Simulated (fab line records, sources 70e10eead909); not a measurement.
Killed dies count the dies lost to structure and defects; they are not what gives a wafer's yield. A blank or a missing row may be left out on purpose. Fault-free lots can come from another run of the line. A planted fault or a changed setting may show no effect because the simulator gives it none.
fab line records -- flow nandHarc
[record] lots = 7, wafers = 21, lastDay = 24
route steps=1159 shown A_CONTACT@850 END@1159
lots that met no fault: from a run of the same line without faults
startH: hours from the record's first day to the start of the lot's first wafer shown -- waitH: hours from the lot's prior step to this one -- " as in the row above -- L1.1+2: several wafers, shown together as one row -- - no value, or no start was given -- * or withheld: withheld -- < > ~ a bound
route shown NAME@n: names a module that has steps shown in the file, with the first one's number in the route -- usual: mean/standard deviation of fault-free wafers -- same: alike in all rows -- chamber/n: place in a boat -- sites: each site's reading -- _std_site: the values' standard deviation -- _edge_site: mean of outer sites minus mean of inner sites -- radiusMm: how far each site lies from the wafer's centre -- mask NAME#n: copy n -- behind: the last tool/chamber to shape the wafer -- hold: what put the lot on hold/how long, in hours/how the hold closed -- device: which transistor (n, p or np) failed to switch -- end of line: tests of these same wafers at the route's end -- a step with no rows: only its recipe -- killed: dies that structure and defects cost at the first sort, which is not the same as the wafer's yield -- map: the dies of a wafer, with x for killed, . for not killed, _ for no die there
set.NAME: the run value of the setting; set.NAME@STEP: its run value at that earlier step -- model.NAME: the simulator's own value behind a step, which no gauge read
a table for each step, a row for each wafer; lots at some steps of the route
services: a tool's chamber out of use, with start hour (startH, from the record's first day; less than 0 if before it), hours out, and reason
[[steps]]
[step NHARC_A_CONTACT_EBR_38]
[step NHARC_A_CONTACT_EXPOSE_39]
[recipe] na = 1.35, sigmaOuter = 0.8, doseMj = 58.79, maskId = A_CC_3
[step NHARC_A_CONTACT_PEB_40]
[recipe] pebTempC = 100, pebTimeS = 65
[step NHARC_A_CONTACT_DEVELOP_41]
[recipe] developTimeS = 35, devTempC = 23
[step NHARC_A_CONTACT_CD_MEAS_42]
[recipe] targetCdNm = 200, landingEnergyEv = 500
[usual] cdNm = 199.9/0.45
lot.wafer,tool,chamber,startH,waitH,cdNm
L753.2,cdSem-02,0,369.49,-,199.7
L753.3,cdSem-02,0,369.49,-,199.5
L753.4,cdSem-02,0,369.49,-,200.2
L755.1,cdSem-03,0,380.41,-,200.4
L755.2,cdSem-03,0,380.41,-,200.2
L755.6,cdSem-03,0,380.41,-,200.6
L762.3,cdSem-02,0,423.60,-,199.9
L762.4,cdSem-02,0,423.60,-,200.1
L762.6,cdSem-02,0,423.60,-,200.0
L772.1,cdSem-01,0,483.06,-,200.1
L772.4,cdSem-01,0,483.06,-,200.1
L772.6,cdSem-01,0,483.06,-,199.8
L773.2,cdSem-01,0,499.23,-,199.8
L773.3,cdSem-01,0,499.23,-,199.5
L773.5,cdSem-01,0,499.23,-,199.1
L775.2,cdSem-01,0,504.02,-,200.0
L775.3,cdSem-01,0,504.02,-,199.2
L775.5,cdSem-01,0,504.02,-,199.5
L776.2,cdSem-03,0,510.40,-,199.7
L776.3,cdSem-03,0,510.40,-,200.0
L776.5,cdSem-03,0,510.40,-,199.4
[step NHARC_A_CONTACT_OVL_MEAS_43]
[usual] overlayXNm = -0.2/0.65, overlayYNm = -0.2/0.94
lot.wafer,tool,chamber,startH,waitH,overlayXNm,overlayYNm
L753.2,overlay-01,-,369.58,-,-0.2,0.9
L753.3,overlay-01,-,369.58,-,0.5,0.5
L753.4,overlay-01,-,369.58,-,0.2,-0.3
L755.1,overlay-02,-,380.49,-,0.2,-1.5
L755.2,overlay-02,-,380.49,-,0.7,-1.4
L755.6,overlay-02,-,380.49,-,-0.4,-1.9
L762.3,overlay-02,-,423.68,-,0.0,-1.0
L762.4,overlay-02,-,423.68,-,0.0,-1.3
L762.6,overlay-02,-,423.68,-,-0.4,-1.5
L772.1,overlay-01,-,483.14,-,-0.5,1.4
L772.4,overlay-01,-,483.14,-,-1.0,1.2
L772.6,overlay-01,-,483.14,-,-0.9,1.8
L773.2,overlay-02,-,499.32,-,-1.2,0.5
L773.3,overlay-02,-,499.32,-,-0.5,0.0
L773.5,overlay-02,-,499.32,-,-1.0,0.4
L775.2,overlay-02,-,504.10,-,1.1,-0.1
L775.3,overlay-02,-,504.10,-,0.5,-0.3
L775.5,overlay-02,-,504.10,-,0.4,0.2
L776.2,overlay-02,-,510.49,-,0.4,0.0
L776.3,overlay-02,-,510.49,-,0.9,-0.4
L776.5,overlay-02,-,510.49,-,0.7,-0.6
[step NHARC_A_CONTACT_INSPECT_44]
[usual] rawDefectCount = 29/15
lot.wafer,tool,chamber,startH,waitH,rawDefectCount
L753.2,defectInspect-02,-,369.61,0.0,39
L753.3,defectInspect-02,-,369.61,0.0,24
L753.4,defectInspect-02,-,369.61,0.0,28
L755.1,defectInspect-01,-,380.53,0.0,9
L755.2,defectInspect-01,-,380.53,0.0,9
L755.6,defectInspect-01,-,380.53,0.0,14
L762.3,defectInspect-01,-,423.72,0.0,13
L762.4,defectInspect-01,-,423.72,0.0,11
L762.6,defectInspect-01,-,423.72,0.0,10
L772.1,defectInspect-01,-,483.18,0.0,66
L772.4,defectInspect-01,-,483.18,0.0,47
L772.6,defectInspect-01,-,483.18,0.0,50
L773.2,defectInspect-01,-,499.35,0.0,15
L773.3,defectInspect-01,-,499.35,0.0,11
L773.5,defectInspect-01,-,499.35,0.0,14
L775.2,defectInspect-01,-,504.14,0.0,36
L775.3,defectInspect-01,-,504.14,0.0,38
L775.5,defectInspect-01,-,504.14,0.0,41
L776.2,defectInspect-02,-,510.53,0.0,23
L776.3,defectInspect-02,-,510.53,0.0,35
L776.5,defectInspect-02,-,510.53,0.0,24
[step NHARC_A_CONTACT_DESCUM_47]
[recipe] timeS = 3, o2FlowSccm = 200, arFlowSccm = 0, biasPowerW = 0, chemistry = O2
[usual] drypumpMotorCurrentA = 5.7/0.48, oesProductAu = 0.999/0.011, rfVppV = 57.9/0.91, showerheadPlenumPTorr = 1.94/0.085, throttleValvePct = 11.311/0.0086
[same] biasPowerW = 0
lot.wafer,tool,chamber,startH,waitH,drypumpMotorCurrentA,oesProductAu,rfHoursCounterH,rfVppV,showerheadPlenumPTorr,throttleValvePct
L753.2,rieDiel-01,2,369.73,0.1,5.5,0.990,15,56.2,1.88,11.318
L753.3,rieDiel-01,3,369.73,0.1,5.0,0.996,18,58.2,1.95,11.316
L753.4,rieDiel-01,1,369.73,0.1,5.7,1.025,16,57.5,1.91,11.313
L755.1,rieDiel-01,0,380.60,0.1,6.0,0.988,20,59.2,2.05,11.316
L755.2,rieDiel-01,1,380.60,0.1,5.6,1.017,21,57.5,1.91,11.313
L755.6,rieDiel-01,0,380.60,0.1,6.0,0.983,-,59.7,2.05,11.302
L762.3,rieDiel-08,2,423.78,0.1,5.7,0.997,47,59.4,2.06,11.305
L762.4,rieDiel-08,0,423.78,0.1,5.5,0.998,46,56.8,1.94,11.309
L762.6,rieDiel-08,3,423.78,0.1,6.0,1.018,-,58.4,1.96,11.336
L772.1,rieDiel-01,3,483.32,0.1,5.0,1.001,60,56.6,1.94,11.297
L772.4,rieDiel-01,1,483.32,0.1,5.6,1.018,63,58.2,1.90,11.299
L772.6,rieDiel-01,2,483.32,0.1,5.5,0.985,-,56.6,1.87,11.317
L773.3,rieDiel-07,0,499.42,0.1,5.7,1.003,16,56.2,1.80,11.322
L773.2,rieDiel-07,2,499.42,0.1,5.5,1.010,15,57.1,1.84,11.305
L773.5,rieDiel-07,0,499.42,0.1,5.7,1.018,-,55.6,1.80,11.298
L775.3,rieDiel-07,2,504.20,0.1,5.5,1.015,16,57.1,1.84,11.302
L775.2,rieDiel-07,3,504.20,0.1,6.8,1.000,18,58.1,2.00,11.298
L775.5,rieDiel-07,3,504.20,0.1,6.8,0.998,-,57.6,2.00,11.320
L776.2,rieDiel-07,0,510.60,0.1,5.7,1.015,19,57.3,1.80,11.318
L776.3,rieDiel-07,1,510.60,0.1,5.4,0.994,16,57.8,2.02,11.309
L776.5,rieDiel-07,3,510.60,0.1,6.9,1.000,-,59.1,2.00,11.302
[step NHARC_A_CONTACT_ETCH_48]
[recipe] targetDepthA = 390, overEtchFrac = 0.3, timeS = 65, ionEnergyEv = 80, cf4FlowSccm = 150, arFlowSccm = 0, rfW = 300, biasW = 100, chemistry = CF4
[usual] biasW = 100.0/0.3, cf4FlowSccm = 150.0/0.38, drypumpMotorCurrentA = 5.7/0.47, oesProductAu = 1.001/0.011, rfVppV = 151.4/1.3, showerheadPlenumPTorr = 1.78/0.073, throttleValvePct = 13.283/0.0092
[same] overEtchFrac = 0.3
lot.wafer,tool,chamber,startH,waitH,biasW,cf4FlowSccm,drypumpMotorCurrentA,oesProductAu,rfHoursCounterH,rfVppV,showerheadPlenumPTorr,throttleValvePct
L753.3,rieDiel-01,2,369.82,0.1,100.4,149.4,5.6,0.979,15,150.8,1.74,13.283
L753.4,rieDiel-01,0,369.82,0.1,99.7,149.2,6.0,0.984,16,153.1,1.89,13.272
L753.2,rieDiel-01,1,369.82,0.1,100.2,149.9,5.7,1.011,16,151.4,1.77,13.279
L755.1,rieDiel-01,1,380.68,0.1,100.5,150.1,5.6,1.023,21,151.2,1.77,13.288
L755.2,rieDiel-01,0,380.68,0.1,100.2,149.5,6.0,0.987,20,153.1,1.89,13.274
L755.6,rieDiel-01,2,380.68,0.1,99.8,150.0,5.6,0.999,-,150.4,1.74,13.272
L762.4,rieDiel-08,1,423.86,0.1,99.9,150.0,5.2,1.009,49,150.9,1.72,13.292
L762.3,rieDiel-08,0,423.86,0.1,99.8,150.8,5.6,0.995,46,151.9,1.79,13.270
L762.6,rieDiel-08,1,423.86,0.1,99.5,149.9,5.2,1.016,-,149.3,1.72,13.275
L772.1,rieDiel-01,1,483.39,0.1,100.3,150.1,5.6,0.999,63,150.1,1.75,13.279
L772.4,rieDiel-01,0,483.39,0.1,100.3,149.2,6.0,1.003,60,152.7,1.87,13.293
L772.6,rieDiel-01,2,483.39,0.1,99.8,150.1,5.5,0.982,-,150.4,1.73,13.290
L773.3,rieDiel-07,0,499.50,0.1,99.8,150.0,5.7,0.999,16,149.4,1.67,13.280
L773.2,rieDiel-07,1,499.50,0.1,100.1,150.4,5.4,0.987,14,153.1,1.86,13.281
L773.5,rieDiel-07,0,499.50,0.1,99.8,150.2,5.7,1.012,-,149.6,1.67,13.277
L775.2,rieDiel-07,0,504.28,0.1,99.5,149.8,5.7,1.013,17,149.9,1.67,13.288
L775.3,rieDiel-07,2,504.28,0.1,99.7,150.1,5.5,1.007,16,150.7,1.71,13.298
L775.5,rieDiel-07,1,504.28,0.1,99.6,149.9,5.4,0.994,-,151.4,1.86,13.271
L776.3,rieDiel-07,2,510.68,0.1,99.8,149.6,5.5,1.001,17,149.8,1.71,13.284
L776.2,rieDiel-07,0,510.68,0.1,99.8,149.4,5.7,1.010,19,149.6,1.67,13.306
L776.5,rieDiel-07,2,510.68,0.1,100.0,150.3,5.5,1.020,-,150.3,1.70,13.279
[step NHARC_A_CONTACT_ETCH_49]
[recipe] targetDepthA = 2600, overEtchFrac = 0.3, timeS = 475.3, ionEnergyEv = 200, n2FlowSccm = 150, h2FlowSccm = 150, arFlowSccm = 0, rfW = 400, biasW = 150, chemistry = N2/H2
[usual] biasW = 150.0/0.43, chamberPressureMTorr = 30.002/0.026, drypumpMotorCurrentA = 5.7/0.47, oesProductAu = 1.000/0.011, rfVppV = 431.1/2.6, showerheadPlenumPTorr = 2.06/0.092, throttleValvePct = 14.172/0.0087
[same] overEtchFrac = 0.3
lot.wafer,tool,chamber,startH,waitH,biasW,chamberPressureMTorr,drypumpMotorCurrentA,oesProductAu,rfHoursCounterH,rfVppV,showerheadPlenumPTorr,throttleValvePct
L753.4,rieDiel-01,0,-,-,149.5,29.997,6.0,0.980,16,434.6,2.19,14.167
L753.3,rieDiel-01,2,-,-,149.7,29.993,5.5,0.976,15,430.2,2.01,14.168
L753.2,rieDiel-01,3,-,-,149.4,29.990,5.1,0.992,18,431.9,2.08,14.171
L755.2,rieDiel-01,2,-,-,149.3,30.023,5.5,0.991,20,429.6,2.01,14.172
L755.1,rieDiel-01,3,-,-,149.9,29.960,5.0,1.005,22,432.1,2.08,14.186
L755.6,rieDiel-01,2,-,-,149.2,30.005,5.5,0.998,-,428.8,2.01,14.194
L762.3,rieDiel-08,3,-,-,149.8,29.974,6.0,0.995,44,432.8,2.09,14.161
L762.4,rieDiel-08,1,-,-,150.4,29.955,5.2,1.020,49,429.4,1.97,14.180
L762.6,rieDiel-08,3,-,-,149.6,30.051,6.0,0.997,-,431.8,2.09,14.175
L772.1,rieDiel-01,3,-,-,149.9,29.990,5.0,0.985,60,430.4,2.07,14.187
L772.4,rieDiel-01,2,-,-,150.4,30.032,5.6,0.988,60,426.8,1.99,14.167
L772.6,rieDiel-01,0,-,-,150.3,30.021,6.0,0.991,-,433.7,2.18,14.163
L773.2,rieDiel-07,3,-,-,149.9,29.997,6.8,1.006,17,432.9,2.13,14.171
L773.3,rieDiel-07,2,-,-,149.7,29.972,5.5,1.011,15,428.4,1.96,14.172
L773.5,rieDiel-07,3,-,-,150.4,30.009,6.8,0.994,-,432.3,2.13,14.186
L775.3,rieDiel-07,1,-,-,150.9,30.006,5.4,0.986,15,435.4,2.16,14.180
L775.2,rieDiel-07,2,-,-,149.7,30.018,5.5,1.007,16,427.8,1.96,14.190
L775.5,rieDiel-07,0,-,-,149.5,30.063,5.7,1.012,-,426.0,1.91,14.181
L776.2,rieDiel-07,0,-,-,149.8,30.007,5.7,1.009,19,428.3,1.91,14.185
L776.3,rieDiel-07,2,-,-,149.6,30.009,5.5,1.007,18,428.0,1.96,14.164
L776.5,rieDiel-07,0,-,-,149.8,29.992,5.7,1.009,-,426.6,1.91,14.179
[step NHARC_A_CONTACT_ETCH_50]
[recipe] targetDepthA = 847, timeS = 42.4, cf4FlowSccm = 100, chf3FlowSccm = 30, arFlowSccm = 0, rfW = 500, biasW = 200, chemistry = CF4/CHF3
[usual] biasW = 200.0/0.64, cf4FlowSccm = 99.98/0.25, drypumpMotorCurrentA = 5.7/0.49, oesProductAu = 0.950/0.024, rfVppV = 371.1/2.5, showerheadPlenumPTorr = 1.59/0.066, throttleValvePct = 16.803/0.0097
lot.wafer,tool,chamber,startH,waitH,biasW,cf4FlowSccm,drypumpMotorCurrentA,oesProductAu,rfHoursCounterH,rfVppV,showerheadPlenumPTorr,throttleValvePct
L753.4,rieDiel-01,3,-,-,200.7,99.86,5.0,0.934,18,372.6,1.60,16.795
L753.3,rieDiel-01,0,-,-,201.2,100.31,6.0,0.932,16,375.1,1.68,16.812
L753.2,rieDiel-01,1,-,-,200.5,100.04,5.6,0.957,16,370.1,1.57,16.805
L755.2,rieDiel-01,1,-,-,200.6,100.31,5.6,0.955,21,370.2,1.57,16.800
L755.1,rieDiel-01,2,-,-,200.5,100.20,5.5,0.947,21,369.4,1.55,16.798
L755.6,rieDiel-01,0,-,-,200.3,100.25,6.0,0.928,-,373.8,1.68,16.805
L762.3,rieDiel-08,1,-,-,200.4,99.83,5.2,0.930,49,370.1,1.53,16.800
L762.4,rieDiel-08,2,-,-,199.0,100.31,5.6,0.925,48,375.1,1.69,16.817
L762.6,rieDiel-08,2,-,-,199.9,100.17,5.7,0.920,-,374.9,1.69,16.816
L772.4,rieDiel-01,0,-,-,198.8,99.90,6.0,0.928,60,373.7,1.67,16.794
L772.1,rieDiel-01,1,-,-,200.4,99.51,5.6,0.930,63,369.8,1.56,16.800
L772.6,rieDiel-01,1,-,-,200.5,100.33,5.7,0.922,-,371.7,1.56,16.809
L773.3,rieDiel-07,0,-,-,199.7,100.03,5.7,0.967,16,367.7,1.48,16.805
L773.2,rieDiel-07,1,-,-,199.8,100.16,5.4,0.966,14,373.7,1.66,16.807
L773.5,rieDiel-07,3,-,-,201.1,99.84,6.8,0.957,-,372.4,1.64,16.812
L775.2,rieDiel-07,1,-,-,199.3,99.72,5.3,0.963,15,373.3,1.66,16.783
L775.3,rieDiel-07,0,-,-,199.7,99.33,5.7,0.985,17,367.7,1.48,16.803
L775.5,rieDiel-07,2,-,-,199.6,99.63,5.5,0.959,-,369.4,1.52,16.791
L776.2,rieDiel-07,3,-,-,200.9,100.09,6.8,0.944,20,373.5,1.64,16.784
L776.3,rieDiel-07,2,-,-,199.7,99.83,5.5,0.948,18,369.1,1.52,16.805
L776.5,rieDiel-07,3,-,-,200.5,99.71,6.8,0.941,-,372.8,1.64,16.791
[step NHARC_A_CONTACT_ETCH_51]
[recipe] targetDepthA = 36000, overEtchFrac = 0.3, timeS = 936, ionEnergyEv = 150, o2FlowSccm = 400, cosFlowSccm = 20, arFlowSccm = 0, rfW = 500, biasW = 300, chemistry = O2/COS
[step NHARC_A_CONTACT_ETCH_111]
[recipe] sourceW = withheld, pressureMtorr = 20, biasV = withheld, timeS = 140, targetDepthA = 7000, arFlowSccm = withheld, c4f8FlowSccm = withheld, o2FlowSccm = withheld, chemistry = C4F8/O2/Ar
[usual] chamberPressureMTorr = 20.000/0.016, oesAirLineAu = 0.999/0.019
lot.wafer,tool,chamber,startH,waitH,chamberPressureMTorr,oesAirLineAu,rfHoursCounterH
L753.2,harCapEtch-03,1,371.00,-,19.998,0.978,80
L753.3,harCapEtch-03,1,371.00,-,19.999,1.016,-
L753.4,harCapEtch-03,0,371.00,-,20.019,0.963,-
L755.2,harCapEtch-03,1,381.90,-,20.020,0.995,83
L755.1,harCapEtch-03,0,381.90,-,20.031,0.988,83
L755.6,harCapEtch-03,0,381.90,-,20.016,1.013,-
L762.3,harCapEtch-03,0,425.21,-,20.025,1.021,-
L762.4,harCapEtch-03,1,425.21,-,19.986,1.026,-
L762.6,harCapEtch-03,0,425.21,-,19.995,1.034,-
L772.1,harCapEtch-01,0,484.61,-,-,-,-
L772.4,harCapEtch-01,0,484.61,-,-,-,-
L772.6,harCapEtch-01,1,484.61,-,-,-,-
L773.2,harCapEtch-02,0,500.70,-,-,-,-
L773.3,harCapEtch-02,1,500.70,-,-,-,-
L773.5,harCapEtch-02,0,500.70,-,-,-,-
L775.2,harCapEtch-01,0,505.49,-,-,-,-
L775.3,harCapEtch-01,0,505.49,-,-,-,-
L775.5,harCapEtch-01,0,505.49,-,-,-,-
L776.2,harCapEtch-01,1,511.85,-,20.003,1.026,79
L776.3,harCapEtch-01,1,511.85,-,20.012,1.026,-
L776.5,harCapEtch-01,1,511.85,-,20.008,1.018,-
[step NHARC_A_CONTACT_ETCH_112]
[recipe] sourceW = withheld, pressureMtorr = 20, biasV = 3000, timeS = 94, targetDepthA = 9220, arFlowSccm = withheld, c4f8FlowSccm = withheld, o2FlowSccm = withheld, chemistry = C4F8/O2/Ar
[usual] chamberPressureMTorr = 20.000/0.017, oesAirLineAu = 1.000/0.021
lot.wafer,tool,chamber,startH,waitH,chamberPressureMTorr,oesAirLineAu,rfHoursCounterH
L753.2,harCapEtch-03,1,371.20,0.2,19.991,0.986,80
L753.3,harCapEtch-03,1,371.20,0.2,19.995,1.010,-
L753.4,harCapEtch-03,0,371.20,0.2,20.001,0.988,-
L755.2,harCapEtch-03,1,382.09,0.2,19.986,1.002,83
L755.1,harCapEtch-03,0,382.09,0.2,20.008,1.003,83
L755.6,harCapEtch-03,0,382.09,0.2,20.026,0.982,-
L762.3,harCapEtch-03,0,425.38,0.1,20.012,0.992,-
L762.4,harCapEtch-03,1,425.38,0.1,20.005,0.989,-
L762.6,harCapEtch-03,0,425.38,0.1,19.986,1.014,-
L772.1,harCapEtch-01,0,484.79,0.1,20.022,1.003,75
L772.4,harCapEtch-01,0,484.79,0.1,20.000,0.991,-
L772.6,harCapEtch-01,1,484.79,0.1,19.993,1.008,-
L773.2,harCapEtch-02,0,500.88,0.1,20.011,1.000,31
L773.3,harCapEtch-02,1,500.88,0.1,20.005,1.004,-
L773.5,harCapEtch-02,0,500.88,0.1,20.016,0.969,-
L775.2,harCapEtch-01,0,505.68,0.2,19.995,1.021,78
L775.3,harCapEtch-01,0,505.68,0.2,19.991,1.044,-
L775.5,harCapEtch-01,0,505.68,0.2,19.991,1.022,-
L776.2,harCapEtch-01,1,512.05,0.2,19.981,1.022,79
L776.3,harCapEtch-01,1,512.05,0.2,19.986,0.996,-
L776.5,harCapEtch-01,1,512.05,0.2,19.998,0.987,-
[step NHARC_END_SORT_01]
[recipe] tempC = 25
[usual] killedAtArray = 28/11, killedAtOther = 0.6/0.85, killedAtPeriphery = 2.8/2.3, killedDies = 31/11, killedOpen = 3.1/1.6, killedShort = 2.0/1.4
[same] grossDies = 677
lot.wafer,tool,chamber,startH,waitH,killedAtArray,killedAtOther,killedAtPeriphery,killedDies,killedOpen,killedShort
L772.1,prober-01,0,556.34,2.5,675,0,2,677,4,0
L772.4,prober-01,0,558.72,3.4,672,1,4,677,3,3
L772.6,prober-01,0,560.32,4.0,673,0,4,677,2,3
L773.2,prober-02,0,567.94,2.8,674,0,3,677,6,1
L773.3,prober-02,0,568.74,3.1,671,3,3,677,4,2
L773.5,prober-02,0,570.34,3.7,674,0,3,677,5,0
L775.2,prober-02,0,575.72,2.8,670,0,7,677,0,1
L775.3,prober-02,0,576.53,3.1,673,0,4,677,4,0
L775.5,prober-02,0,578.13,3.7,673,2,2,677,4,2
// killed by level:class
L772.1 A_CONTACT:areaEtch=621 A_CHANNEL_HOLE_D1:chamberFilmFlake=26 A_SLIT:chamberFilmFlake=20 A_CONTACT:chamberFilmFlake=3 A_WL_FILL:chamberFilmFlake=2 P_CONTACT:geometricParticle:open=1 P_M0:geometricParticle:open=1 A_CHANNEL_FILL_D1:geometricParticle:open=1
L772.4 A_CONTACT:areaEtch=630 A_CHANNEL_HOLE_D1:chamberFilmFlake=22 A_SLIT:chamberFilmFlake=15 A_ONON_D1:geometricParticle:short=2 P_CONTACT:geometricParticle:open=1 P_M0:geometricParticle:open=1 A_SGD_CUT:geometricParticle:short=1 STARTING-WAFER:geometricParticle:open=1
L772.6 A_CONTACT:areaEtch=628 A_CHANNEL_HOLE_D1:chamberFilmFlake=25 A_SLIT:chamberFilmFlake=11 A_CONTACT:chamberFilmFlake=4 P_ZERO_WELL:chamberFilmFlake=2 P_CONTACT:geometricParticle:open=1 P_M1:geometricParticle:short=1 A_CHANNEL_HOLE_D1:geometricParticle:open=1
L773.2 A_CONTACT:areaEtch=658 A_CHANNEL_HOLE_D1:chamberFilmFlake=7 A_SGD_CUT:chamberFilmFlake=3 P_CONTACT:geometricParticle:open=2 A_CONTACT:chamberFilmFlake=2 P_STI:geometricParticle:open=1 A_SOURCE_PLATE:geometricParticle:open=1 A_CHANNEL_FILL_D1:geometricParticle:open=1
L773.3 A_CONTACT:areaEtch=659 A_CHANNEL_HOLE_D1:chamberFilmFlake=4 A_SGD_CUT:chamberFilmFlake=4 THIN_TSV:chamberFilmFlake=3 P_CONTACT:geometricParticle:open=2 P_M2:geometricParticle:open=1 A_CHANNEL_FILL_D1:geometricParticle:short=1 A_WL_FILL:geometricParticle:short=1
L773.5 A_CONTACT:areaEtch=656 A_CHANNEL_HOLE_D1:chamberFilmFlake=7 A_CONTACT:chamberFilmFlake=3 A_SGD_CUT:chamberFilmFlake=2 A_M1:chamberFilmFlake=2 P_CONTACT:geometricParticle:open=1 P_M0:geometricParticle:open=1 A_ONON_D1:geometricParticle:open=1
L775.2 A_CONTACT:areaEtch=640 A_SLIT:chamberFilmFlake=16 A_CHANNEL_HOLE_D1:chamberFilmFlake=4 P_STI:chamberFilmFlake=3 A_CONTACT:chamberFilmFlake=3 P_GATE:chamberFilmFlake=2 A_STAIRCASE:chamberFilmFlake=2 A_WL_FILL:chamberFilmFlake=2
L775.3 A_CONTACT:areaEtch=636 A_SLIT:chamberFilmFlake=21 A_CHANNEL_HOLE_D1:chamberFilmFlake=7 A_CONTACT:chamberFilmFlake=4 A_CONTACT:geometricParticle:open=2 P_STI:chamberFilmFlake=2 A_BONDPAD:chamberFilmFlake=2 P_CONTACT:geometricParticle:open=1
L775.5 A_CONTACT:areaEtch=635 A_SLIT:chamberFilmFlake=26 A_CHANNEL_HOLE_D1:chamberFilmFlake=4 A_BONDPAD:chamberFilmFlake=3 A_CONTACT:chamberFilmFlake=2 P_STI:geometricParticle:short=1 P_CONTACT:geometricParticle:open=1 A_CHANNEL_FILL_D1:geometricParticle:open=1
// map L772.1 (x killed, . not)
____________x____________
_________xxxxxxx_________
_______xxxxxxxxxxx_______
______xxxxxxxxxxxxx______
_____xxxxxxxxxxxxxxx_____
____xxxxxxxxxxxxxxxxx____
____xxxxxxxxxxxxxxxxx____
___xxxxxxxxxxxxxxxxxxx___
___xxxxxxxxxxxxxxxxxxx___
__xxxxxxxxxxxxxxxxxxxxx__
__xxxxxxxxxxxxxxxxxxxxx__
_xxxxxxxxxxxxxxxxxxxxxxx_
_xxxxxxxxxxxxxxxxxxxxxxx_
_xxxxxxxxxxxxxxxxxxxxxxx_
_xxxxxxxxxxxxxxxxxxxxxxx_
_xxxxxxxxxxxxxxxxxxxxxxx_
xxxxxxxxxxxxxxxxxxxxxxxxx
xxxxxxxxxxxxxxxxxxxxxxxxx
xxxxxxxxxxxxxxxxxxxxxxxxx
xxxxxxxxxxxxxxxxxxxxxxxxx
xxxxxxxxxxxxxxxxxxxxxxxxx
_xxxxxxxxxxxxxxxxxxxxxxx_
_xxxxxxxxxxxxxxxxxxxxxxx_
_xxxxxxxxxxxxxxxxxxxxxxx_
_xxxxxxxxxxxxxxxxxxxxxxx_
_xxxxxxxxxxxxxxxxxxxxxxx_
__xxxxxxxxxxxxxxxxxxxxx__
__xxxxxxxxxxxxxxxxxxxxx__
___xxxxxxxxxxxxxxxxxxx___
___xxxxxxxxxxxxxxxxxxx___
____xxxxxxxxxxxxxxxxx____
____xxxxxxxxxxxxxxxxx____
_____xxxxxxxxxxxxxxx_____
______xxxxxxxxxxxxx______
_______xxxxxxxxxxx_______
_________xxxxxxx_________
____________x____________
// map L773.2 (x killed, . not)
____________x____________
_________xxxxxxx_________
_______xxxxxxxxxxx_______
______xxxxxxxxxxxxx______
_____xxxxxxxxxxxxxxx_____
____xxxxxxxxxxxxxxxxx____
____xxxxxxxxxxxxxxxxx____
___xxxxxxxxxxxxxxxxxxx___
___xxxxxxxxxxxxxxxxxxx___
__xxxxxxxxxxxxxxxxxxxxx__
__xxxxxxxxxxxxxxxxxxxxx__
_xxxxxxxxxxxxxxxxxxxxxxx_
_xxxxxxxxxxxxxxxxxxxxxxx_
_xxxxxxxxxxxxxxxxxxxxxxx_
_xxxxxxxxxxxxxxxxxxxxxxx_
_xxxxxxxxxxxxxxxxxxxxxxx_
xxxxxxxxxxxxxxxxxxxxxxxxx
xxxxxxxxxxxxxxxxxxxxxxxxx
xxxxxxxxxxxxxxxxxxxxxxxxx
xxxxxxxxxxxxxxxxxxxxxxxxx
xxxxxxxxxxxxxxxxxxxxxxxxx
_xxxxxxxxxxxxxxxxxxxxxxx_
_xxxxxxxxxxxxxxxxxxxxxxx_
_xxxxxxxxxxxxxxxxxxxxxxx_
_xxxxxxxxxxxxxxxxxxxxxxx_
_xxxxxxxxxxxxxxxxxxxxxxx_
__xxxxxxxxxxxxxxxxxxxxx__
__xxxxxxxxxxxxxxxxxxxxx__
___xxxxxxxxxxxxxxxxxxx___
___xxxxxxxxxxxxxxxxxxx___
____xxxxxxxxxxxxxxxxx____
____xxxxxxxxxxxxxxxxx____
_____xxxxxxxxxxxxxxx_____
______xxxxxxxxxxxxx______
_______xxxxxxxxxxx_______
_________xxxxxxx_________
____________x____________
[[services]]
tool,chamber,startH,hours,kind
rieDiel-01,0,348.89,-,clean
rieDiel-01,1,348.89,-,clean
rieDiel-01,2,348.89,-,clean
rieDiel-01,3,348.89,-,clean
rieDiel-07,-,350.15,0.6,repair
rieDiel-07,0,359.87,-,clean
rieDiel-07,1,359.87,-,clean
rieDiel-07,2,359.87,-,clean
rieDiel-07,3,359.87,-,clean
rieDiel-01,0,373.39,-,clean
rieDiel-01,1,373.39,-,clean
rieDiel-01,2,373.39,-,clean
rieDiel-01,3,373.39,-,clean
rieDiel-07,3,381.67,14.3,repair
rieDiel-07,0,384.37,-,clean
rieDiel-07,1,384.37,-,clean
rieDiel-07,2,384.37,-,clean
rieDiel-01,0,398.06,-,clean
rieDiel-01,1,398.06,-,clean
rieDiel-07,-,405.20,9.0,pm
rieDiel-08,-,478.86,9.0,pm
rieDiel-01,-,492.38,9.0,pm
rieDiel-08,-,507.67,1.1,repair
rieDiel-08,1,509.02,4.3,repair
[[key]]
[firstSign] step = NHARC_A_CONTACT_ETCH_111, reading = toolRecord, direction = missing
[effect] step = NHARC_END_SORT_01, reading = killedAtArray, direction = up, sigmas = 57, usual = 28, struck = 673
[moreKillsBornAt] NHARC_A_CONTACT_ETCH_111@harCapEtch-01 = 3790, NHARC_A_CONTACT_ETCH_111@harCapEtch-02 = 1973
metAt NHARC_A_CONTACT_ETCH_111
struckWafers L772.1,L772.4,L772.6,L773.2,L773.3,L773.5,L775.2,L775.3,L775.5
laterRowsLeftOut L772.1,L772.4,L772.6,L773.2,L773.3,L773.5,L775.2,L775.3,L775.5
testerLeftOut L772,L773,L775
[fault] kind = skippedStepWhole, tool = harCapEtch-01,harCapEtch-02, chamber = -, onsetH = 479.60, steps = NHARC_A_CONTACT_ETCH_111, scope = struckLotsOnly
// testerLeftOut: of these lots the tester's yield and bins aren't shown, on N5 and GAA mostly nor the transistor test; their killed dies are dies lost to structure and defects alone, not to doping, threshold or leakage, so they don't give the yield
// laterRowsLeftOut: the simulator's readings of these wafers behind a module that went badly wrong aren't trusted and aren't shown, but for the sort
